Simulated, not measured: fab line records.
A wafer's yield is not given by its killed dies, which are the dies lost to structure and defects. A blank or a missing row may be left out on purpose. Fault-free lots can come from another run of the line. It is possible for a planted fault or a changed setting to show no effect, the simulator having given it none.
fab line records    flow nand_harc
record: lots: 5  wafers: 15  last_day: 26
route steps=1159 shown P_GATE@120 END@1159
lots with no fault: from the same line, run without faults
start_h: start of the lot's first displayed wafer, in hours after the record's first day    wait_h: how many hours have passed since the lot's step before this one    " same as the row above    L1.1+2: several wafers, shown together as one row    - no value, or no start was given    * or withheld: withheld    < > ~ a bound
route shown NAME@n: NAME is a module with steps in the file, n the number in the route of the first one    usual: mean/standard deviation of fault-free wafers    same: alike in all rows    chamber/n: place in a boat    sites: per-site readings    _std_site: how widely they spread, as a standard deviation    _edge_site: mean of outer sites minus mean of inner sites    radius_mm: how far each site lies from the wafer's centre    mask NAME#n: copy n    behind: the tool/chamber that last shaped the wafer    hold: cause of the lot's hold/its duration in hours/its outcome    device: which transistor (n, p or np) failed to switch    end of line: the same wafers' tests at the end of the route    for a step that has no rows: nothing shown but its recipe    killed: the dies lost at the first sort to structure and to defects; this is not the yield of the wafer    map: a wafer's dies, x killed, . not, _ none there
set.NAME: setting as actually run; set.NAME@STEP: the setting as run at that earlier step    model.NAME: the simulator's own value behind a step, which no gauge read
certain route steps with their lots: each step a table, each wafer a row
services: a tool's chamber out of use, with start hour (start_h, from the record's first day; less than 0 if before it), hours out, and reason
== steps ==
step: NHARC_P_GATE_PEB_09
recipe: peb_temp_c: 118  peb_time_s: 85
step: NHARC_P_GATE_DEVELOP_10
recipe: time_s: 70
step: NHARC_P_GATE_CD_MEAS_11
recipe: target_cd_nm: 1640  landing_energy_ev: 500
usual: cd_nm: 1640.6/2.1
lot.wafer  tool       chamber  start_h  wait_h  cd_nm
L255.1     cd_sem-02  0        82.76    -       1643.0
L255.2     "          0        "        "       1641.6
L255.6     "          0        "        "       1639.1
L261.1     cd_sem-01  0        120.77   -       1642.7
L261.2     "          0        "        "       1638.4
L261.3     "          0        "        "       1638.8
L269.3     cd_sem-01  0        157.97   -       1642.8
L269.4     "          0        "        "       1643.0
L269.6     "          0        "        "       1643.2
L273.1     cd_sem-03  0        189.14   -       1640.3
L273.2     "          0        "        "       1633.7
L273.3     "          0        "        "       1641.1
L272.1     cd_sem-02  0        189.30   -       1638.2
L272.4     "          0        "        "       1641.5
L272.6     "          0        "        "       1642.8
step: NHARC_P_GATE_HARDBAKE_12
recipe: temp_c: 125  time_s: 80
step: NHARC_P_GATE_DESCUM_13
recipe: time_s: 3  o2_flow_sccm: 200  ar_flow_sccm: 0  bias_power_w: 0  chemistry: O2
usual: drypump_motor_current_A: 5.7/0.54  oes_product_au: 0.994/0.0091  rf_vpp_V: 57.9/0.95  showerhead_plenum_p_Torr: 1.94/0.074  throttle_valve_pct: 11.311/0.0089
lot.wafer  tool         chamber  start_h  wait_h  drypump_motor_current_A  oes_product_au  rf_hours_counter_h  rf_vpp_V  showerhead_plenum_p_Torr  throttle_valve_pct
L255.1     rie_diel-11  0        82.93    -       5.8                      0.988           25                  58.3      1.96                      11.322
L255.2     "            1        "        "       5.5                      0.984           24                  59.2      2.03                      11.301
L255.6     "            0        "        "       5.8                      1.001           -                   58.0      1.96                      11.316
L261.1     rie_diel-07  1        120.93   -       4.7                      0.987           16                  56.6      1.88                      11.316
L261.2     "            3        "        "       5.5                      1.006           21                  57.9      2.07                      11.312
L261.3     "            0        "        "       6.7                      0.999           22                  58.2      1.86                      11.316
L269.3     rie_diel-13  1        158.13   -       5.2                      0.995           11                  57.8      1.96                      11.323
L269.4     "            2        "        "       6.0                      0.996           11                  57.3      1.82                      11.325
L269.6     "            1        "        "       5.2                      0.980           -                   58.5      1.96                      11.308
L273.2     rie_diel-13  3        189.37   -       6.2                      0.992           15                  60.0      2.00                      11.305
L273.1     "            1        "        "       5.2                      0.988           14                  58.5      1.96                      11.300
L273.3     "            2        "        "       6.0                      0.993           14                  57.5      1.82                      11.313
L272.4     rie_diel-07  1        189.46   -       4.7                      0.984           40                  56.2      1.87                      11.318
L272.1     "            3        "        "       5.5                      0.990           42                  57.8      2.06                      11.319
L272.6     "            1        "        "       4.7                      0.986           -                   57.3      1.87                      11.311
step: NHARC_P_GATE_ETCH_14
recipe: target_depth_a: 488  chemistry: dHF  material: SiO2
step: NHARC_P_GATE_STRIP_15
recipe: time_s: 780  temp_c: 130  chemistry: SPM
step: NHARC_P_GATE_PRECLEAN_71
recipe: time_s: *  temp_c: 50  bath_age_min: 0  chemistry: SC1
step: NHARC_P_GATE_SRD_72
step: NHARC_P_GATE_OXIDE_16
recipe: target_thk_a: 30  temp_c: 875  ox_time_s: 392  material: SiO2
step: NHARC_P_GATE_CVD_17
recipe: target_thk_a: 1500  temp_c: 620  time_s: 900  material: poly-Si
step: NHARC_P_GATE_HM_DEP_102
recipe: target_thk_a: 1200  temp_c: 400  material: aC
step: NHARC_P_GATE_DEP_103
recipe: target_thk_a: 300  target_thk_nm: 30  temp_c: 400  flow_sccm: 200  rf_w: 350  material: SiON
usual: heater_power_w: 737/67
lot.wafer  tool      chamber  start_h  wait_h  heater_power_w
L255.1     pecvd-02  0        95.90    0.6     791
L255.2     "         1        "        "       760
L255.6     "         1        "        "       755
L261.1     pecvd-04  1        134.05   0.6     752
L261.2     "         1        "        "       748
L261.3     "         1        "        "       723
L269.3     pecvd-04  0        174.48   0.4     681
L269.6     "         1        "        "       756
L269.4     "         2        "        "       735
L272.1     pecvd-02  2        204.63   0.6     679
L272.6     "         1        "        "       848
L272.4     "         0        "        "       759
L273.1     pecvd-02  2        204.94   0.6     676
L273.3     "         0        "        "       745
L273.2     "         1        "        "       832
step: NHARC_P_GATE_DEHYDRATE_18
recipe: temp_c: 150  time_s: 120
step: NHARC_P_GATE_HMDS_19
recipe: time_s: 30
step: NHARC_P_GATE_COAT_20
recipe: spin_rpm: 1500  resist_thk_nm: 90
step: NHARC_P_GATE_SOFTBAKE_21
recipe: temp_c: 105  time_s: 55
step: NHARC_P_GATE_EBR_22
step: NHARC_P_GATE_EXPOSE_23
recipe: na: 1.35  target_cd_nm: 120  dose_mj: 93.91  mask_id: P_GATE
step: NHARC_P_GATE_PEB_24
recipe: peb_temp_c: 100  peb_time_s: 65
step: NHARC_P_GATE_DEVELOP_25
recipe: develop_time_s: 35  dev_temp_c: 23
step: NHARC_P_GATE_CD_MEAS_26
recipe: target_cd_nm: 120  landing_energy_ev: 500
usual: cd_nm: 119.8/0.65
lot.wafer  tool       chamber  start_h  wait_h  cd_nm
L255.1     cd_sem-03  0        96.58    -       120.6
L255.2     "          0        "        "       120.5
L255.6     "          0        "        "       120.1
L261.1     cd_sem-03  0        135.12   -       119.7
L261.2     "          0        "        "       119.5
L261.3     "          0        "        "       119.3
L269.3     cd_sem-02  0        175.10   -       120.4
L269.4     "          0        "        "       119.2
L269.6     "          0        "        "       119.7
L272.1     cd_sem-02  0        205.30   -       120.2
L272.4     "          0        "        "       120.1
L272.6     "          0        "        "       119.3
L273.1     cd_sem-02  0        205.62   -       119.0
L273.2     "          0        "        "       118.7
L273.3     "          0        "        "       119.6
step: NHARC_P_GATE_OVL_MEAS_27
usual: overlay_x_nm: 0.0/0.83  overlay_y_nm: -0.1/0.74
lot.wafer  tool        chamber  start_h  wait_h  overlay_x_nm  overlay_y_nm
L255.1     overlay-01  -        96.67    -       1.5           -0.7
L255.2     "           -        "        "       1.7           -1.4
L255.6     "           -        "        "       1.3           -0.8
L261.1     overlay-02  -        135.20   -       1.0           -1.1
L261.2     "           -        "        "       0.4           -0.9
L261.3     "           -        "        "       0.7           -0.6
L269.3     overlay-01  -        175.19   -       -0.7          -1.2
L269.4     "           -        "        "       0.1           -1.1
L269.6     "           -        "        "       -0.2          -0.9
L272.1     overlay-02  -        205.39   -       0.2           -0.7
L272.4     "           -        "        "       0.2           -0.5
L272.6     "           -        "        "       0.1           -0.4
L273.1     overlay-02  -        205.71   -       -1.6          1.2
L273.2     "           -        "        "       -1.0          1.3
L273.3     "           -        "        "       -1.1          1.2
step: NHARC_P_GATE_INSPECT_28
usual: raw_defect_count: 6.5/3
lot.wafer  tool               chamber  start_h  wait_h  raw_defect_count
L255.1     defect_inspect-02  -        96.70    0.0     3
L255.2     "                  -        "        "       7
L255.6     "                  -        "        "       7
L261.1     defect_inspect-01  -        135.24   0.0     9
L261.2     "                  -        "        "       3
L261.3     "                  -        "        "       4
L269.3     defect_inspect-01  -        175.22   0.0     446
L269.4     "                  -        "        "       6
L269.6     "                  -        "        "       5
L272.1     defect_inspect-01  -        205.43   0.0     5
L272.4     "                  -        "        "       6
L272.6     "                  -        "        "       7
L273.1     defect_inspect-01  -        205.75   0.0     6
L273.2     "                  -        "        "       5
L273.3     "                  -        "        "       8
step: NHARC_P_GATE_DESCUM_31
recipe: time_s: 3  o2_flow_sccm: 200  ar_flow_sccm: 0  bias_power_w: 0  chemistry: O2
step: NHARC_P_GATE_ETCH_104
recipe: target_depth_a: 600  time_s: withheld  cf4_flow_sccm: 100  chf3_flow_sccm: 30  ar_flow_sccm: 0  rf_w: 500  bias_w: 200  chemistry: CF4/CHF3
usual: drypump_motor_current_A: 5.8/0.49  oes_product_au: 0.945/0.02  rf_vpp_V: 371.2/2.5  showerhead_plenum_p_Torr: 1.59/0.063  throttle_valve_pct: 16.803/0.0096
lot.wafer  tool         chamber  start_h  wait_h  drypump_motor_current_A  oes_product_au  rf_vpp_V  showerhead_plenum_p_Torr  throttle_valve_pct
L255.1     rie_diel-07  0        96.96    0.1     6.7                      0.945           370.1     1.54                      16.805
L255.2     "            1        "        "       4.7                      0.927           370.5     1.55                      16.805
L255.6     "            0        "        "       6.7                      0.950           368.1     1.54                      16.791
L261.2     rie_diel-11  1        135.39   0.1     5.5                      0.952           373.4     1.66                      16.786
L261.3     "            2        "        "       5.5                      0.927           366.7     1.48                      16.798
L261.1     "            3        "        "       6.6                      0.967           373.5     1.62                      16.781
L269.3     rie_diel-13  2        175.37   0.1     6.0                      0.940           367.5     1.50                      16.794
L269.4     "            0        "        "       5.6                      0.935           371.5     1.58                      16.817
L269.6     "            3        "        "       6.2                      0.918           373.4     1.64                      16.804
L272.1     rie_diel-11  1        205.58   0.1     5.5                      0.925           371.6     1.65                      16.798
L272.4     "            2        "        "       5.5                      0.927           365.2     1.47                      16.803
L272.6     "            0        "        "       5.8                      0.931           372.2     1.60                      16.794
L273.2     rie_diel-11  3        206.03   0.2     6.6                      0.941           372.8     1.62                      16.799
L273.1     "            0        "        "       5.8                      0.941           370.9     1.60                      16.786
L273.3     "            1        "        "       5.5                      0.926           373.1     1.65                      16.820
step: NHARC_P_GATE_HM_OPEN_105
recipe: target_depth_a: 3600  o2_flow_sccm: 400  cos_flow_sccm: 20  ar_flow_sccm: 0  rf_w: 500  bias_w: 300  chemistry: O2/COS
step: NHARC_P_GATE_STRIP_106
recipe: o2_flow_sccm: 400  cos_flow_sccm: 20  ar_flow_sccm: 0  bias_w: 0  chemistry: O2/COS
step: NHARC_P_GATE_ETCH_114
recipe: target_depth_a: 300  overetch_a: 30  time_s: 16.5  ion_energy_ev: 100  cf4_flow_sccm: 80  o2_flow_sccm: 20  ar_flow_sccm: 0  rf_w: 300  bias_w: 100  chemistry: CF4/O2
step: NHARC_P_GATE_ETCH_32
recipe: target_depth_a: 1500  over_etch_frac: 1  over_etch_ion_energy_ev: 40  time_s: 100.1  hbr_flow_sccm: 150  cl2_flow_sccm: 50  rf_w: 400  icp_w: 400  bias_w: 100  chemistry: HBr/Cl2
step: NHARC_P_GATE_STRIP_108
recipe: o2_flow_sccm: 500  ar_flow_sccm: 0  bias_w: 0  chemistry: O2
usual: drypump_motor_current_A: 5.8/0.52  oes_product_au: 0.996/0.0093  rf_vpp_V: 57.7/0.87  showerhead_plenum_p_Torr: 3.57/0.14  throttle_valve_pct: 17.037/0.01
lot.wafer  tool         chamber  start_h  wait_h  drypump_motor_current_A  oes_product_au  rf_hours_counter_h  rf_vpp_V  showerhead_plenum_p_Torr  throttle_valve_pct
L255.1     rie_diel-13  3        97.54    -       6.2                      0.995           31                  58.3      3.68                      17.037
L255.2     "            0        "        "       5.6                      1.001           32                  57.9      3.55                      17.023
L255.6     "            3        "        "       6.2                      0.981           -                   56.9      3.68                      17.035
L261.1     rie_diel-11  1        135.98   -       5.5                      1.005           43                  58.7      3.71                      17.040
L261.3     "            2        "        "       5.5                      0.999           42                  57.6      3.32                      17.047
L261.2     "            3        "        "       6.6                      1.002           43                  58.4      3.64                      17.044
L269.4     rie_diel-13  1        175.92   -       5.2                      0.977           12                  58.2      3.60                      17.035
L269.3     "            3        "        "       6.2                      0.983           13                  58.2      3.67                      17.039
L269.6     "            1        "        "       5.2                      0.985           -                   56.7      3.60                      17.028
L272.1     rie_diel-07  1        206.32   -       4.8                      0.998           47                  57.2      3.45                      17.050
L272.4     "            2        "        "       6.0                      0.990           -                   58.7      3.70                      17.031
L272.6     "            0        "        "       6.7                      0.999           -                   56.9      3.42                      17.042
L273.2     rie_diel-13  3        206.70   -       6.2                      0.993           19                  58.0      3.67                      17.040
L273.1     "            1        "        "       5.2                      0.989           18                  57.7      3.60                      17.045
L273.3     "            2        "        "       6.0                      0.990           18                  56.1      3.37                      17.024
step: NHARC_P_GATE_CD_MEAS_33
usual: cd_nm: 119/3.2
lot.wafer  tool       chamber  start_h  wait_h  cd_nm
L255.1     cd_sem-02  -        97.72    -       121
L255.2     "          -        "        "       124
L255.6     "          -        "        "       128
L261.1     cd_sem-03  -        136.15   -       117
L261.2     "          -        "        "       111
L261.3     "          -        "        "       114
L269.3     cd_sem-03  -        176.10   -       119
L269.4     "          -        "        "       115
L269.6     "          -        "        "       117
L272.1     cd_sem-02  -        206.53   0.2     121
L272.4     "          -        "        "       121
L272.6     "          -        "        "       120
L273.1     cd_sem-03  -        206.88   -       124
L273.2     "          -        "        "       121
L273.3     "          -        "        "       118
step: NHARC_P_GATE_STRIP_35
recipe: time_s: 600  temp_c: 130  chemistry: SPM
step: NHARC_P_GATE_PRECLEAN_73
recipe: time_s: *  temp_c: 50  bath_age_min: 0  chemistry: SC1
step: NHARC_P_GATE_SRD_74
step: NHARC_P_GATE_ALD_36
recipe: target_thk_a: 200  pulse_time_s: 60  ald_cycles: 223  temp_c: 400  material: SiNx
usual: heater_power_w: 888/77  precursor_pulse_height_rel: 0.998/0.018
lot.wafer  tool        chamber  start_h  wait_h  heater_power_w  precursor_pulse_height_rel
L255.1     ald_sin-03  1        98.17    -       896             0.977
L255.2     "           0        101.37   -       971             0.995
L255.6     "           2        103.51   -       940             0.995
L261.3     ald_sin-02  3        137.35   -       781             1.025
L261.2     "           0        138.76   -       821             1.008
L261.1     "           1        140.17   -       993             0.981
L269.4     ald_sin-03  1        178.66   -       866             0.968
L269.3     "           2        179.72   -       987             0.977
L269.6     "           3        180.78   -       776             0.997
L272.4     ald_sin-01  1        206.99   -       869             1.014
L272.1     "           2        208.03   -       823             1.004
L272.6     "           2        212.19   -       851             0.997
L273.1     ald_sin-02  0        207.34   -       864             0.993
L273.3     "           1        208.40   -       970             1.006
L273.2     "           3        210.52   -       792             1.011
step: NHARC_P_GATE_ETCHBACK_37
recipe: target_depth_a: 345  time_s: 17.2  chf3_flow_sccm: 50  o2_flow_sccm: 10  ar_flow_sccm: 200  rf_w: 500  bias_w: 200  chemistry: CHF3/O2
usual: drypump_motor_current_A: 5.8/0.53  oes_product_au: 0.939/0.029  rf_vpp_V: 371.0/2.1  showerhead_plenum_p_Torr: 2.42/0.094  throttle_valve_pct: 20.573/0.0085
lot.wafer  tool         chamber  start_h  wait_h  drypump_motor_current_A  oes_product_au  rf_hours_counter_h  rf_vpp_V  showerhead_plenum_p_Torr  throttle_valve_pct
L255.2     rie_diel-07  0        -        -       6.7                      0.930           17                  370.1     2.34                      20.573
L255.1     "            3        "        "       5.5                      0.937           16                  374.5     2.59                      20.568
L255.6     "            0        "        "       6.7                      0.933           -                   369.0     2.34                      20.568
L261.3     rie_diel-11  2        -        -       5.5                      0.904           47                  368.5     2.26                      20.572
L261.2     "            0        "        "       5.8                      0.919           48                  372.5     2.45                      20.580
L261.1     "            1        "        "       5.5                      0.935           48                  372.5     2.53                      20.581
L269.4     rie_diel-07  0        -        -       6.7                      0.989           44                  370.5     2.33                      20.572
L269.3     "            3        "        "       5.5                      1.014           40                  375.5     2.58                      20.571
L269.6     "            0        "        "       6.7                      1.003           -                   368.8     2.33                      20.569
L272.4     rie_diel-11  2        -        -       5.5                      0.923           6                   368.0     2.25                      20.585
L272.1     "            1        "        "       5.5                      0.917           5                   373.1     2.52                      20.574
L272.6     "            2        "        "       5.5                      0.923           -                   368.4     2.25                      20.587
L273.1     rie_diel-13  1        -        -       5.2                      0.918           20                  370.9     2.45                      20.590
L273.2     "            2        "        "       6.0                      0.922           20                  369.3     2.29                      20.560
L273.3     "            3        "        "       6.2                      0.919           21                  371.1     2.50                      20.563
step: NHARC_P_GATE_STRIP_101
recipe: time_s: 20  o2_flow_sccm: 500  ar_flow_sccm: 0  bias_w: 0  chemistry: O2
step: NHARC_P_GATE_PRECLEAN_97
recipe: time_s: 600  temp_c: 120  chemistry: SPM
step: NHARC_P_GATE_SRD_98
step: NHARC_P_GATE_PRECLEAN_99
recipe: time_s: *  temp_c: 50  bath_age_min: 0  chemistry: SC1
step: NHARC_P_GATE_SRD_100
step: NHARC_P_GATE_INSPECT_68
usual: raw_defect_count: 199/78
lot.wafer  tool               chamber  start_h  wait_h  raw_defect_count
L255.1     defect_inspect-02  -        115.89   0.2     197
L255.2     "                  -        "        "       99
L255.6     "                  -        "        "       204
L261.1     defect_inspect-02  -        159.02   0.2     176
L261.2     "                  -        "        "       189
L261.3     "                  -        "        "       180
L269.3     defect_inspect-01  -        194.78   0.1     650
L269.4     "                  -        "        "       311
L269.6     "                  -        "        "       216
L273.1     defect_inspect-02  -        224.70   0.2     218
L273.2     "                  -        "        "       165
L273.3     "                  -        "        "       301
L272.1     defect_inspect-01  -        224.87   0.2     181
L272.4     "                  -        "        "       150
L272.6     "                  -        "        "       212
step: NHARC_END_SORT_01
recipe: temp_c: 25
usual: killed_at_array: 27/12  killed_at_other: 0.9/1.1  killed_at_periphery: 3.2/2.4  killed_dies: 31/12  killed_open: 3.3/1.7  killed_short: 2.0/1.6
same: gross_dies: 677
lot.wafer  tool       chamber  start_h  wait_h  killed_at_array  killed_at_other  killed_at_periphery  killed_dies  killed_open  killed_short
L269.3     prober-02  0        596.30   3.1     21               2                81                   104          1            1
L273.1     prober-01  0        625.94   2.5     16               0                4                    20           5            0
L273.2     prober-01  0        626.72   2.8     26               1                1                    28           3            4
L273.3     prober-01  0        627.50   3.1     22               1                0                    23           1            1
killed by level:class
L269.3 P_GATE:unspecified=81 A_CHANNEL_HOLE_D1:chamber_film_flake=15 A_CONTACT:chamber_film_flake=4 A_CHANNEL_HOLE_D1:geometric_particle:open=1 A_WL_FILL:geometric_particle:short=1 HYBRID_BOND:chamber_film_flake=1 THIN_TSV:chamber_film_flake=1
L273.1 A_STAIRCASE:chamber_film_flake=5 A_CONTACT:chamber_film_flake=4 A_CHANNEL_HOLE_D1:chamber_film_flake=3 P_M0:geometric_particle:open=2 A_CONTACT:geometric_particle:open=2 A_WL_FILL:chamber_film_flake=2 P_CONTACT:geometric_particle:open=1 P_GATE:chamber_film_flake=1
L273.2 A_CONTACT:chamber_film_flake=7 A_CHANNEL_HOLE_D1:chamber_film_flake=6 A_STAIRCASE:chamber_film_flake=6 A_ONON_D1:geometric_particle:short=3 P_GATE:geometric_particle:open=1 A_ONON_D1:geometric_particle:open=1 A_WL_FILL:geometric_particle:short=1 A_CONTACT:geometric_particle:open=1
L273.3 A_CHANNEL_HOLE_D1:chamber_film_flake=9 A_CONTACT:chamber_film_flake=6 A_STAIRCASE:chamber_film_flake=4 A_WL_FILL:chamber_film_flake=2 A_M0:geometric_particle:open=1 STARTING-WAFER:geometric_particle:short=1
map L269.3 (x killed, . not)
____________.____________
_________.x....._________
_______.xx........_______
______x...x........______
_____..x..xx........_____
____.....xxxx........____
____....xxxx.x.......____
___....xxxxxxx........___
___......xxxxx.x......___
__.....xxxxxxxx........__
__....xxxxxxxx.........__
_......xxxxxxxx........._
_.....xxxxxxxxxx........_
_......xxxxxxx.........._
_.......xxxxxxx........._
_....x.xxxxxx..........._
.......xx.xxx............
........xx.xx..x.........
...........x.............
..........x......x.......
.........................
_.............x........._
_......................._
_......................._
_......................._
_......................._
__.....................__
__.....................__
___...................___
___.x....x.........x..___
____.......x.........____
____......x..........____
_____..............._____
______.............______
_______..........._______
_________......._________
____________.____________
map L261.1 (x killed, . not)
____________.____________
_________......._________
_______..........x_______
______.............______
_____.........x....._____
____...x.....x.......____
____................x____
___...................___
___...................___
__.....................__
__.....................__
_....................x.._
_......................._
_..........x...........x_
_............x......x..._
_...................x..._
............x............
..........x..............
..........x..............
.x.......................
..........x..............
_...............x......._
_........x.............._
_.....x.x..............._
_......xxx....x........._
_....x...x.............._
__.....x..x............__
__.......x......x......__
___..x................___
___...x..x............___
____.....xx..........____
____.................____
_____.x............._____
______.............______
_______..........._______
_________......._________
____________.____________
== services ==
tool         chamber  start_h  hours  kind
rie_diel-07  3        67.88    2.8    repair
rie_diel-11  0        71.91    -      clean
rie_diel-11  1        71.91    -      clean
rie_diel-11  2        71.91    -      clean
ald_sin-03   1        76.73    8.6    repair
rie_diel-07  2        80.06    34.2   repair
ald_sin-02   0        82.70    9.8    repair
rie_diel-13  -        99.00    9.0    pm
rie_diel-07  1        102.82   16.8   repair
ald_sin-02   0        109.92   5.6    repair
ald_sin-01   2        110.83   17.7   repair
pecvd-04     0        123.23   16.0   repair
ald_sin-02   -        125.11   12.2   repair
pecvd-04     -        126.87   0.9    repair
pecvd-04     2        130.30   5.5    repair
ald_sin-01   -        144.00   10.0   pm
ald_sin-02   -        149.72   0.3    repair
pecvd-02     -        153.00   13.0   pm
rie_diel-11  3        174.31   11.6   repair
rie_diel-11  1        181.20   9.2    repair
rie_diel-11  -        189.54   9.0    pm
ald_sin-03   -        194.97   1.4    repair
pecvd-04     -        195.00   13.0   pm
rie_diel-07  3        199.25   7.7    repair
== key ==
first_sign: step: NHARC_P_GATE_INSPECT_28  reading: raw_defect_count  direction: up  sigmas: 99+  usual: 6.5  struck: 446
effect: step: NHARC_P_GATE_INSPECT_68  reading: raw_defect_count  direction: up  sigmas: 5.8  usual: 199  struck: 650
effect: step: NHARC_END_SORT_01  reading: killed_at_periphery  direction: up  sigmas: 33  usual: 3.2  struck: 81
more_kills_born_at: NHARC_P_GATE_DEP_103@pecvd-04: 81
met_at NHARC_P_GATE_DEP_103
struck_wafers L269.3
tester_left_out L269
fault: kind: chamber_particle_source  tool: pecvd-04  chamber: 0  onset_h: 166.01  steps: NHARC_P_GATE_DEP_103  rate_per_visit_cm2: 0.68815  end_h: 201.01
tester_left_out: of these lots the tester's yield and bins aren't shown, on N5 and GAA mostly nor the transistor test; their killed dies are dies lost to structure and defects alone, not to doping, threshold or leakage, so they don't give the yield
